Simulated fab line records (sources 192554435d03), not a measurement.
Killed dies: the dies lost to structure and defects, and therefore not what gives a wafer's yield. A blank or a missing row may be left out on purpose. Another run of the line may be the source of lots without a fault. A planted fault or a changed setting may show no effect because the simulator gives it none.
fab line records	flow n5_finfet
record: lots: 7	wafers: 39
route steps=1938 shown WELL_APT@24 DUMMY_GATE@228 HKMG_FIN@406 GATE_CUT@477
start_h: hours from the record's first day to the start of the lot's first wafer shown	wait_h: how many hours have passed since the lot's step before this one	" repeats the value in the row above	L1.1+2: a single row standing in for several wafers	- no value present, or no start provided	* or withheld: withheld	< > ~ a bound
route shown NAME@n: a module of which the file shows steps, and the number in the route of the first	usual: the fault-free wafers' mean and standard deviation	same: alike in all rows	chamber/n: place in a boat	sites: readings site by site	_std_site: the values' standard deviation	_edge_site: inner sites' mean taken away from outer sites' mean	radius_mm: how far each site lies from the wafer's centre	mask NAME#n: copy n	behind: the tool/chamber that last shaped the wafer	hold: reason for holding the lot/hours on hold/outcome of the hold	device: which transistor (n, p or np) failed to switch	end of line: the tests these same wafers got at the end of their route	a step without rows: its recipe alone	killed: dies lost to structure and defects at the first sort, not the wafer's yield	map: shows each die of a wafer: x if killed, . if not, _ if none is there
set.NAME: the setting as run; set.NAME@STEP: as run at that earlier step	model.NAME: the simulator's own value behind a step, which no gauge read
lots whose settings were changed on purpose; a table a step, a row a wafer
== steps ==
step: N5_WELL_APT_EXPOSE_05
recipe: mask_id: NWELL	na: 0.8	source_shape: conventional	sigma_outer: 0.8	polarization: unpolarized	defocus_nm: 0	target_cd_nm: 200	dose_mj: 20.3
lot.wafer	tool	chamber	start_h	wait_h	mask	set.dose_mj
L075.1+2+3+4+5+6	krf_scanner-01	0	19.53	-	NWELL#0	20.3
L078.1+4+6	krf_scanner-02	0	37.54	-	NWELL#0	20.3
L079.1+2+4	krf_scanner-01	0	43.53	-	NWELL#0	20.3
L079.3+5+6	"	0	"	"	NWELL#0	20.81
L084.1+2+4	krf_scanner-01	0	73.42	-	NWELL#0	21.3
L084.3+5+6	"	0	"	"	NWELL#0	20.3
L086.1+2+3+4+5+6	krf_scanner-01	0	86.81	-	NWELL#0	20.3
L089.1+2+3+4+5+6	krf_scanner-02	0	103.63	-	NWELL#0	20.3
L094.1+3+4	krf_scanner-02	0	133.40	-	NWELL#0	20.3
L094.2+5+6	"	0	"	"	NWELL#0	21.65
step: N5_WELL_APT_PEB_06
recipe: peb_temp_c: 130	peb_time_s: 90
step: N5_WELL_APT_DEVELOP_07
recipe: develop_time_s: 45	rinse_liquid: surfactant_rinse	dry: air_spin	dev_temp_c: 21
step: N5_WELL_APT_HARDBAKE_12
recipe: temp_c: 130	time_s: 120
step: N5_WELL_APT_CD_MEAS_08
recipe: target_cd_nm: 200	landing_energy_ev: 500	detector: se_inlens
usual: cd_nm: 199.7/1.8
lot.wafer	tool	chamber	start_h	wait_h	set.dose_mj@WELL_APT_EXPOSE_05	cd_nm
L075.1	cd_sem-03	0	19.71	-	20.3	203.0
L075.2	"	0	"	"	20.3	202.4
L075.3	"	0	"	"	20.3	200.4
L075.4	"	0	"	"	20.3	202.7
L075.5	"	0	"	"	20.3	202.8
L075.6	"	0	"	"	20.3	200.8
L078.1	cd_sem-02	0	37.71	-	20.3	199.0
L078.4	"	0	"	"	20.3	199.6
L078.6	"	0	"	"	20.3	200.5
L079.1	cd_sem-02	0	43.70	-	20.3	202.0
L079.2	"	0	"	"	20.3	202.2
L079.3	"	0	"	"	20.81	205.5
L079.4	"	0	"	"	20.3	200.1
L079.5	"	0	"	"	20.81	203.0
L079.6	"	0	"	"	20.81	203.5
L084.1	cd_sem-03	0	73.60	-	21.3	207.7
L084.2	"	0	"	"	21.3	208.3
L084.3	"	0	"	"	20.3	200.7
L084.4	"	0	"	"	21.3	207.7
L084.5	"	0	"	"	20.3	201.3
L084.6	"	0	"	"	20.3	202.6
L086.1	cd_sem-01	0	86.99	-	20.3	197.0
L086.2	"	0	"	"	20.3	195.1
L086.3	"	0	"	"	20.3	198.9
L086.4	"	0	"	"	20.3	195.9
L086.5	"	0	"	"	20.3	198.4
L086.6	"	0	"	"	20.3	197.6
L089.1	cd_sem-03	0	103.80	-	20.3	200.2
L089.2	"	0	"	"	20.3	197.8
L089.3	"	0	"	"	20.3	198.3
L089.4	"	0	"	"	20.3	196.3
L089.5	"	0	"	"	20.3	199.4
L089.6	"	0	"	"	20.3	199.5
L094.1	cd_sem-03	0	133.57	-	20.3	200.6
L094.2	"	0	"	"	21.65	212.1
L094.3	"	0	"	"	20.3	199.7
L094.4	"	0	"	"	20.3	199.9
L094.5	"	0	"	"	21.65	209.1
L094.6	"	0	"	"	21.65	210.6
step: N5_WELL_APT_DESCUM_13
recipe: chemistry: O2	time_s: 7.9	source_power_w: 50	bias_power_w: 20	pressure_mtorr: 20	rf_frequency_hz: 2.712e+07	temp_c: 40	o2_flow_sccm: 225
lot.wafer	tool	chamber	start_h	wait_h	set.dose_mj@WELL_APT_EXPOSE_05	model.WELL_APT.cd_nm
L075.1	rie_diel-05	2	19.92	0.2	20.3	202.8
L075.2	"	1	"	"	20.3	201.9
L075.3	"	0	"	"	20.3	200.4
L075.4	"	3	"	"	20.3	202.5
L075.5	"	0	"	"	20.3	202.4
L075.6	"	3	"	"	20.3	200.7
L078.1	rie_diel-05	1	37.80	0.0	20.3	199.1
L078.4	"	3	"	"	20.3	199.6
L078.6	"	1	"	"	20.3	200
L079.1+2	rie_diel-06	3,2	43.79	0.0	20.3	202.2
L079.3	"	1	"	"	20.81	205.2
L079.4	"	3	"	"	20.3	199.9
L079.5+6	"	2,1	"	"	20.81	203.4
L084.1	rie_diel-06	3	73.69	0.0	21.3	207.7
L084.2	"	0	"	"	21.3	208
L084.3	"	2	"	"	20.3	200.8
L084.4	"	1	"	"	21.3	207.8
L084.5	"	3	"	"	20.3	201.1
L084.6	"	0	"	"	20.3	202.5
L086.1	rie_diel-05	3	87.15	0.1	20.3	196.9
L086.2	"	1	"	"	20.3	194.9
L086.3	"	0	"	"	20.3	198.7
L086.4	"	2	"	"	20.3	196.2
L086.5	"	1	"	"	20.3	198
L086.6	"	0	"	"	20.3	197.5
L089.1	rie_diel-01	1	103.93	0.1	20.3	199.9
L089.2	"	3	"	"	20.3	197.5
L089.3	"	1	"	"	20.3	197.9
L089.4	"	3	"	"	20.3	196.3
L089.5+6	"	1,3	"	"	20.3	199.4
L094.1	rie_diel-05	0	134.51	0.9	20.3	200.6
L094.2	"	3	"	"	21.65	212
L094.3	"	1	"	"	20.3	200.1
L094.4	"	2	"	"	20.3	199.9
L094.5	"	3	"	"	21.65	209.3
L094.6	"	2	"	"	21.65	210.7
step: N5_DUMMY_GATE_EXPOSE_12
recipe: mask_id: GATE	na: 0.33	source_shape: annular	sigma_inner: 0.2	sigma_outer: 0.6	polarization: unpolarized	target_cd_nm: 25	dose_mj: 34
lot.wafer	tool	chamber	start_h	wait_h	mask	set.dose_mj
L075.1+3+4	euv_scanner-01	0	52.03	-	GATE#0	34
L075.2+5+6	"	0	"	"	GATE#0	35.24
L078.1+4+6	euv_scanner-01	0	69.53	-	GATE#0	34
L079.1+2+3+4+5+6	euv_scanner-01	0	77.43	-	GATE#0	34
L084.1+2+6	euv_scanner-01	0	109.60	-	GATE#0	32.26
L084.3+4+5	"	0	"	"	GATE#0	34
L086.1+2+3+4+5+6	euv_scanner-01	0	119.92	-	GATE#0	34
L089.1+2+3+4+5+6	euv_scanner-01	0	135.52	-	GATE#0	34
L094.1+2+3	euv_scanner-02	0	168.11	-	GATE#0	34
L094.4+5+6	"	0	"	"	GATE#0	31.54
step: N5_DUMMY_GATE_PEB_13
recipe: peb_temp_c: 100	peb_time_s: 60	resist: CAR-EUV
step: N5_DUMMY_GATE_DEVELOP_14
recipe: develop_time_s: 30	developer: TMAH	resist: CAR-EUV	rinse_liquid: surfactant_rinse	dry: air_spin	dev_temp_c: 23
step: N5_DUMMY_GATE_CD_MEAS_15
recipe: target_cd_nm: 25.8	landing_energy_ev: 500	detector: se_inlens
usual: cd_nm: 24.94/0.29
lot.wafer	tool	chamber	start_h	wait_h	set.dose_mj@DUMMY_GATE_EXPOSE_12	cd_nm
L075.1	cd_sem-03	0	52.15	-	34	25.32
L075.2	"	0	"	"	35.24	24.51
L075.3	"	0	"	"	34	24.89
L075.4	"	0	"	"	34	25.02
L075.5	"	0	"	"	35.24	24.41
L075.6	"	0	"	"	35.24	23.93
L078.1	cd_sem-03	0	69.65	-	34	25.01
L078.4	"	0	"	"	34	25.28
L078.6	"	0	"	"	34	25.05
L079.1	cd_sem-01	0	77.55	-	34	24.69
L079.2	"	0	"	"	34	24.50
L079.3	"	0	"	"	34	24.86
L079.4	"	0	"	"	34	24.80
L079.5	"	0	"	"	34	24.66
L079.6	"	0	"	"	34	24.51
L084.1	cd_sem-03	0	109.72	-	32.26	25.66
L084.2	"	0	"	"	32.26	25.94
L084.3	"	0	"	"	34	25.04
L084.4	"	0	"	"	34	24.82
L084.5	"	0	"	"	34	25.04
L084.6	"	0	"	"	32.26	25.96
L086.1	cd_sem-02	0	120.04	-	34	25.20
L086.2	"	0	"	"	34	25.06
L086.3	"	0	"	"	34	25.06
L086.4	"	0	"	"	34	25.38
L086.5	"	0	"	"	34	24.84
L086.6	"	0	"	"	34	25.03
L089.1	cd_sem-01	0	135.65	-	34	25.47
L089.2	"	0	"	"	34	25.59
L089.3	"	0	"	"	34	25.20
L089.4	"	0	"	"	34	25.19
L089.5	"	0	"	"	34	24.65
L089.6	"	0	"	"	34	25.25
L094.1	cd_sem-03	0	168.24	-	34	24.40
L094.2	"	0	"	"	34	23.99
L094.3	"	0	"	"	34	25.00
L094.4	"	0	"	"	31.54	25.89
L094.5	"	0	"	"	31.54	25.98
L094.6	"	0	"	"	31.54	26.29
step: N5_DUMMY_GATE_STRIP_38
recipe: chemistry: N2/H2	temp_c: 40	n2_flow_sccm: 200	h2_flow_sccm: 200	rf_frequency_hz: 6e+07
step: N5_DUMMY_GATE_STRIP_39
recipe: chemistry: N2/H2	temp_c: 40	n2_flow_sccm: 200	h2_flow_sccm: 200	rf_frequency_hz: 6e+07
step: N5_DUMMY_GATE_TRIM_49
recipe: chemistry: O2	resist: SOC	time_s: 29	target_cd_nm: 14	source_power_w: 300	bias_power_w: 0	O2_flow_sccm: 100	temp_c: 20
lot.wafer	tool	chamber	start_h	wait_h	set.dose_mj@DUMMY_GATE_EXPOSE_12	model.DUMMY_GATE.cd_nm
L075.1	rie_si-01	0	52.51	0.0	34	13.8
L075.2	"	1	"	"	35.24	13.6
L075.3	"	2	"	"	34	14.6
L075.4	"	3	"	"	34	14.2
L075.5+6	"	2,3	"	"	35.24	13.4
L078.1+6	rie_si-02	2,3	70.01	0.0	34	14.2
L078.4	"	0	"	"	34	14
L079.1+5	rie_si-02	1,3	77.93	0.0	34	14
L079.2	"	3	"	"	34	13.6
L079.3+6	"	0	"	"	34	13.8
L079.4	"	2	"	"	34	14.2
L084.1	rie_si-04	0	110.08	0.0	32.26	15.4
L084.2	"	3	"	"	32.26	14.6
L084.3	"	1	"	"	34	14.2
L084.4	"	2	"	"	34	13.6
L084.5	"	0	"	"	34	13.8
L084.6	"	1	"	"	32.26	15.2
L086.1+5	rie_si-04	1,0	120.40	0.0	34	14.2
L086.2+6	"	0,1	"	"	34	14.4
L086.3	"	2	"	"	34	14.6
L086.4	"	3	"	"	34	14
L089.1	rie_si-01	0	136.26	0.0	34	14
L089.2+4+6	"	3,1,0	"	"	34	14.2
L089.3+5	"	1,3	"	"	34	13.8
L094.1+2+3	rie_si-04	3,1,0	168.59	0.0	34	13.6
L094.4+6	"	2,0	"	"	31.54	15.2
L094.5	"	1	"	"	31.54	15.4
step: N5_DUMMY_GATE_STRIP_40
recipe: chemistry: CF4	resist: SiARC	power_w: 300	bias_power_w: 75	pressure_mtorr: 50	cf4_flow_sccm: 150	rf_frequency_hz: 6e+07
step: N5_DUMMY_GATE_CD_MEAS_50
recipe: target_cd_nm: 14
usual: cd_nm: 14.0/0.37
lot.wafer	tool	chamber	start_h	wait_h	set.dose_mj@DUMMY_GATE_EXPOSE_12	cd_nm
L075.1	cd_sem-03	-	52.66	0.0	34	13.4
L075.2	"	-	"	"	35.24	13.7
L075.3	"	-	"	"	34	14.8
L075.4	"	-	"	"	34	14.1
L075.5	"	-	"	"	35.24	13.2
L075.6	"	-	"	"	35.24	13.6
L078.1	cd_sem-01	-	70.22	0.0	34	14.3
L078.4	"	-	"	"	34	14.1
L078.6	"	-	"	"	34	14.4
L079.1	cd_sem-01	-	78.08	0.0	34	14.4
L079.2	"	-	"	"	34	13.8
L079.3	"	-	"	"	34	14.1
L079.4	"	-	"	"	34	14.1
L079.5	"	-	"	"	34	14.3
L079.6	"	-	"	"	34	13.8
L084.1	cd_sem-01	-	110.23	0.0	32.26	15.6
L084.2	"	-	"	"	32.26	14.9
L084.3	"	-	"	"	34	14.2
L084.4	"	-	"	"	34	13.6
L084.5	"	-	"	"	34	13.9
L084.6	"	-	"	"	32.26	15.1
L086.1	cd_sem-03	-	120.68	0.0	34	14.2
L086.2	"	-	"	"	34	14.4
L086.3	"	-	"	"	34	14.7
L086.4	"	-	"	"	34	13.8
L086.5	"	-	"	"	34	13.8
L086.6	"	-	"	"	34	14.1
L089.1	cd_sem-02	-	136.41	0.0	34	14.1
L089.2	"	-	"	"	34	14.0
L089.3	"	-	"	"	34	13.6
L089.4	"	-	"	"	34	14.1
L089.5	"	-	"	"	34	14.1
L089.6	"	-	"	"	34	14.3
L094.1	cd_sem-03	-	168.76	0.0	34	13.6
L094.2	"	-	"	"	34	13.8
L094.3	"	-	"	"	34	13.6
L094.4	"	-	"	"	31.54	15.3
L094.5	"	-	"	"	31.54	15.8
L094.6	"	-	"	"	31.54	15.5
step: N5_DUMMY_GATE_ETCH_42
recipe: chemistry: CHF3/O2	target: SiO2	target_depth_a: 35	time_s: 31	ion_energy_ev: 30	bias_w: 12	pressure_mtorr: 30	source_w: 600	Ar_flow_sccm: 200	CHF3_flow_sccm: 50	O2_flow_sccm: 5
lot.wafer	tool	chamber	start_h	wait_h	set.bias_w	set.dose_mj@DUMMY_GATE_EXPOSE_12	model.DUMMY_GATE.cd_nm
L075.1	rie_diel-04	0	53.20	0.0	12	34	14.8
L075.2	"	2	"	"	12	35.24	14.8
L075.3	"	3	"	"	11.39	34	15.8
L075.4	"	1	"	"	11.39	34	15.4
L075.5	"	0	"	"	11.39	35.24	14.4
L075.6	"	1	"	"	12	35.24	14.6
L078.1	rie_diel-02	1	70.84	0.1	12	34	15.4
L078.4	"	2	"	"	12	34	15.6
L078.6	"	0	"	"	12	34	15.2
L079.1	rie_diel-03	2	78.62	0.0	12	34	15.2
L079.2+3	"	0,3	"	"	12	34	15
L079.4	"	1	"	"	12	34	15.6
L079.5	"	2	"	"	12	34	15.4
L079.6	"	1	"	"	12	34	14.8
L084.1	rie_diel-02	0	110.78	0.0	10.97	32.26	16.2
L084.2	"	3	"	"	12	32.26	15.4
L084.3	"	2	"	"	10.97	34	15
L084.4	"	1	"	"	12	34	14.6
L084.5	"	3	"	"	10.97	34	14.6
L084.6	"	0	"	"	12	32.26	16
L086.1+5	rie_diel-02	0	121.36	0.0	13.86	34	15
L086.2	"	1	"	"	13.86	34	15.2
L086.3+6	"	3	"	"	12	34	15.2
L086.4	"	2	"	"	12	34	15
L089.1+2+5	rie_diel-04	2,1,2	137.09	0.0	12	34	15
L089.3	"	0	"	"	12	34	14.8
L089.4	"	0	"	"	12	34	15.6
L089.6	"	1	"	"	12	34	15.2
L094.1	rie_diel-03	3	169.31	0.0	12	34	15
L094.2	"	2	"	"	12	34	14.8
L094.3	"	0	"	"	13.14	34	14.6
L094.4	"	3	"	"	12	31.54	16.4
L094.5	"	2	"	"	13.14	31.54	16.8
L094.6	"	0	"	"	13.14	31.54	16.2
step: N5_HKMG_FIN_ETCH_58
recipe: chemistry: N2/H2	target: SOC	target_depth_a: 2158	ion_energy_ev: 50	bias_w: 13	time_s: 741	pressure_mtorr: 30	source_w: 875	n2_flow_sccm: 200	h2_flow_sccm: 200
lot.wafer	tool	chamber	start_h	wait_h	set.target_depth_a	model.HKMG_FIN.feature_depth_nm	model.SOC_of_HKMG_FIN_COAT_41.thk_nm	model.etch.depth_nm
L075.1	rie_diel-01	0	77.07	0.0	2241	229.6	70	229.6
L075.2	"	3	"	"	2158	216.2	82.8	216.2
L075.3	"	1	"	"	2158	226	73.8	225.9
L075.4	"	2	"	"	2158	220.2	78.6	220.2
L075.5	"	2	"	"	2241	226.2	73	226.1
L075.6	"	3	"	"	2241	224.2	75.6	224.3
L078.1	rie_diel-05	3	94.77	0.0	2158	216.6	82.2	216.6
L078.4	"	2	"	"	2158	221	78.2	221
L078.6	"	3	"	"	2158	214.6	84.6	214.6
L079.1	rie_diel-01	1	104.54	0.0	2158	224.4	76.8	224.3
L079.2	"	3	"	"	2158	215.8	85.6	215.8
L079.3	"	3	"	"	2158	212.6	88.8	212.6
L079.4	"	1	"	"	2158	223.2	78.4	223.2
L079.5	"	1	"	"	2158	223	77.8	223
L079.6	"	3	"	"	2158	214.6	87.2	214.6
L084.1	rie_diel-05	0	137.12	0.0	2158	216.8	82.2	216.8
L084.2	"	3	"	"	1917	195	103.4	195
L084.3	"	1	"	"	2158	216.6	82	216.7
L084.4	"	2	"	"	1917	197.8	101	197.7
L084.5	"	3	"	"	1917	193.2	105.8	193.3
L084.6	"	0	"	"	2158	220	78.6	220
L086.1	rie_diel-05	2	148.01	0.0	1917	196.4	103.6	196.4
L086.2	"	3	"	"	2158	215.6	85.4	215.6
L086.3	"	0	"	"	2158	214.8	85.4	214.9
L086.4	"	1	"	"	2158	215.2	85.8	215.2
L086.5	"	0	"	"	1917	191.2	109.4	191.3
L086.6	"	1	"	"	1917	191.6	109.8	191.6
L089.1	rie_diel-06	3	161.96	0.0	2158	214.4	85.8	214.5
L089.2	"	2	"	"	2055	206.4	93.2	206.4
L089.3	"	1	"	"	2055	199	101.4	198.9
L089.4	"	2	"	"	2055	205.2	95.2	205.1
L089.5	"	1	"	"	2158	210.2	89.8	210.3
L089.6	"	3	"	"	2158	215.6	85	215.6
L094.1	rie_diel-06	0	193.13	0.0	2158	215.8	84.2	215.7
L094.2	"	3	"	"	2158	218.6	81.2	218.6
L094.3	"	1	"	"	2158	210	91	209.9
L094.4	"	2	"	"	2158	216.6	83.6	216.6
L094.5	"	3	"	"	2158	220.2	80.4	220.2
L094.6	"	0	"	"	2158	215.8	84	215.9
step: N5_GATE_CUT_HM_DEP_46
recipe: material: SiO2	target_thk_a: 1300	temp_c: 400	precursor: TEOS/O2	pressure_torr: 6.5	rf_w: 900	teos_flow_sccm: 161.4	gas: O2	flow_sccm: 2650	time_s: 26.6
lot.wafer	tool	chamber	start_h	wait_h	set.time_s	model.SiO2_of_GATE_CUT_HM_DEP_46.thk_nm
L075.1	pecvd-01	1	87.96	0.0	26.6	131
L075.2	"	0	"	"	30.34	150.2
L075.3	"	1	"	"	30.34	150.8
L075.4	"	0	"	"	26.6	134.2
L075.5	"	0	"	"	30.34	151.6
L075.6	"	1	"	"	26.6	133.6
L078.1	pecvd-04	1	105.69	0.0	26.6	128.6
L078.4	"	2	"	"	26.6	132
L078.6	"	0	"	"	26.6	131.8
L079.1	pecvd-01	0	116.13	0.0	28.7	142.2
L079.2	"	2	"	"	28.7	140.2
L079.3	"	1	"	"	28.7	141.2
L079.4	"	2	"	"	26.6	133.2
L079.5	"	0	"	"	26.6	133.6
L079.6	"	1	"	"	26.6	135.4
L084.1	pecvd-02	2	149.55	0.0	28.28	137
L084.2	"	0	"	"	26.6	127.2
L084.3	"	1	"	"	28.28	137.2
L084.4	"	1	"	"	28.28	138.6
L084.5	"	2	"	"	26.6	131.4
L084.6	"	0	"	"	26.6	128
L086.1	pecvd-02	0	158.94	0.0	28.6	135.6
L086.2	"	2	"	"	26.6	129.8
L086.3	"	2	"	"	28.6	141.8
L086.4	"	0	"	"	26.6	130.2
L086.5	"	0	"	"	26.6	129
L086.6	"	2	"	"	28.6	142
L089.1	pecvd-02	0	172.72	0.0	24.6	117.8
L089.2	"	2	"	"	26.6	130.4
L089.3	"	1	"	"	24.6	120.8
L089.4	"	2	"	"	26.6	132
L089.5	"	0	"	"	26.6	130.8
L089.6	"	1	"	"	24.6	120.4
L094.1	pecvd-01	1	204.43	0.0	26.6	129.6
L094.2	"	0	"	"	25.53	126.2
L094.3	"	0	"	"	26.6	132.8
L094.4	"	1	"	"	26.6	132.4
L094.5	"	0	"	"	25.53	127.8
L094.6	"	1	"	"	25.53	126.8
step: N5_GATE_CUT_COAT_34
recipe: resist: SOC	temp_c: 250	time_s: 60	spin_rpm: 1500	resist_thk_nm: 60
step: N5_GATE_CUT_COAT_35
recipe: resist: SiARC	temp_c: 220	time_s: 60	spin_rpm: 1500	resist_thk_nm: 10
step: N5_GATE_CUT_STRIP_38
recipe: chemistry: N2/H2	temp_c: 40	n2_flow_sccm: 200	h2_flow_sccm: 200	rf_frequency_hz: 6e+07
step: N5_GATE_CUT_STRIP_39
recipe: chemistry: N2/H2	temp_c: 40	n2_flow_sccm: 200	h2_flow_sccm: 200	rf_frequency_hz: 6e+07
step: N5_GATE_CUT_HM_OPEN_40
recipe: chemistry: C4F6/O2	target: SiO2	mask_material: SiARC	target_depth_a: 1390	time_s: 85.1	ion_energy_ev: 250	pressure_mtorr: 30	source_w: 345	bias_w: 185	Ar_flow_sccm: 300	C4F6_flow_sccm: 10	O2_flow_sccm: 10	ends: cleared
usual: etch_rf_on_time_s: 93.6/2
lot.wafer	tool	chamber	start_h	wait_h	set.time_s@GATE_CUT_HM_DEP_46	etch_rf_on_time_s	model.etch.depth_nm	model.SOC_of_GATE_CUT_COAT_34.thk_nm
L075.1	rie_diel-03	2	88.74	0.0	26.6	92.6	131	32.6
L075.2	"	0	"	"	30.34	107.7	150.2	28
L075.3	"	3	"	"	30.34	109.7	150.8	28.6
L075.4	"	1	"	"	26.6	95.2	134.1	31.6
L075.5	"	1	"	"	30.34	106.7	151.7	28.4
L075.6	"	2	"	"	26.6	94.2	133.5	32
L078.1	rie_diel-03	3	106.44	0.0	26.6	92.4	128.5	33.2
L078.4	"	2	"	"	26.6	93.7	132.1	32.2
L078.6	"	1	"	"	26.6	92.3	131.9	32.2
L079.1	rie_diel-03	0	116.75	0.0	28.7	102.3	142.2	29.8
L079.2	"	3	"	"	28.7	101.0	140.3	30.8
L079.3	"	1	"	"	28.7	99.8	141.3	30.6
L079.4	"	2	"	"	26.6	94.5	133.3	32.2
L079.5	"	1	"	"	26.6	94.9	133.5	32
L079.6	"	0	"	"	26.6	97.1	135.3	31.2
L084.1	rie_diel-02	2	150.46	0.0	28.28	97.5	137	31.2
L084.2	"	1	"	"	26.6	88.9	127.2	33.2
L084.3	"	0	"	"	28.28	97.6	137.3	31
L084.4	"	3	"	"	28.28	98.6	138.7	31
L084.5	"	1	"	"	26.6	91.5	131.3	32.4
L084.6	"	0	"	"	26.6	91.5	128	32.8
L086.1	rie_diel-03	3	159.58	0.0	28.6	98.1	135.7	31.4
L086.2	"	2	"	"	26.6	92.0	129.8	32.6
L086.3	"	0	"	"	28.6	102.1	141.7	29.6
L086.4	"	3	"	"	26.6	93.9	130.3	32.6
L086.5	"	2	"	"	26.6	92.1	129.1	32.6
L086.6	"	0	"	"	28.6	103.2	141.9	29.4
L089.1	rie_diel-04	0	173.46	0.0	24.6	86.4	117.8	35.2
L089.2	"	3	"	"	26.6	91.3	130.5	33
L089.3	"	1	"	"	24.6	85.8	120.8	35.2
L089.4	"	0	"	"	26.6	97.5	131.9	32.2
L089.5	"	1	"	"	26.6	92.2	130.8	33.4
L089.6	"	3	"	"	24.6	84.0	120.4	35.2
L094.1	rie_diel-02	0	205.19	0.0	26.6	92.8	129.5	32.2
L094.2	"	2	"	"	25.53	91.4	126.3	33.4
L094.3	"	3	"	"	26.6	94.7	132.8	32
L094.4	"	2	"	"	26.6	93.9	132.3	31.8
L094.5	"	0	"	"	25.53	92.1	127.8	32.6
L094.6	"	3	"	"	25.53	89.9	126.8	33.4
== key ==
split: step: N5_WELL_APT_EXPOSE_05	setting: dose_mj	stated: 20.3	by: wafer
response: step: N5_WELL_APT_CD_MEAS_08	reading: cd_nm	change: +1.44	per: 1%	r: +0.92
response: step: N5_WELL_APT_DESCUM_13	reading: model.WELL_APT.cd_nm	change: +1.44	per: 1%	r: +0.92
split: step: N5_DUMMY_GATE_EXPOSE_12	setting: dose_mj	stated: 34	by: wafer
response: step: N5_DUMMY_GATE_CD_MEAS_15	reading: cd_nm	change: -0.206	per: 1%	r: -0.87
response: step: N5_DUMMY_GATE_TRIM_49	reading: model.DUMMY_GATE.cd_nm	change: -0.227	per: 1%	r: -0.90
response: step: N5_DUMMY_GATE_CD_MEAS_50	reading: cd_nm	change: -0.246	per: 1%	r: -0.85
response: step: N5_DUMMY_GATE_ETCH_42	reading: model.DUMMY_GATE.cd_nm	change: -0.224	per: 1%	r: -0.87
split: step: N5_DUMMY_GATE_ETCH_42	setting: bias_w	stated: 12	by: wafer
response none clear
split: step: N5_HKMG_FIN_ETCH_58	setting: target_depth_a	stated: 2158	by: wafer
response: step: N5_HKMG_FIN_ETCH_58	reading: model.HKMG_FIN.feature_depth_nm	change: +1.98	per: 1%	r: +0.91
response: step: N5_HKMG_FIN_ETCH_58	reading: model.SOC_of_HKMG_FIN_COAT_41.thk_nm	change: -1.97	per: 1%	r: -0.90
response: step: N5_HKMG_FIN_ETCH_58	reading: model.etch.depth_nm	change: +1.98	per: 1%	r: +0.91
split: step: N5_GATE_CUT_HM_DEP_46	setting: time_s	stated: 26.6	by: wafer
response: step: N5_GATE_CUT_HM_DEP_46	reading: model.SiO2_of_GATE_CUT_HM_DEP_46.thk_nm	change: +1.27	per: 1%	r: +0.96
response: step: N5_GATE_CUT_HM_OPEN_40	reading: etch_rf_on_time_s	change: *	per: 1%	r: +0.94
response: step: N5_GATE_CUT_HM_OPEN_40	reading: model.etch.depth_nm	change: +1.27	per: 1%	r: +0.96
response: step: N5_GATE_CUT_HM_OPEN_40	reading: model.SOC_of_GATE_CUT_COAT_34.thk_nm	change: -0.268	per: 1%	r: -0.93
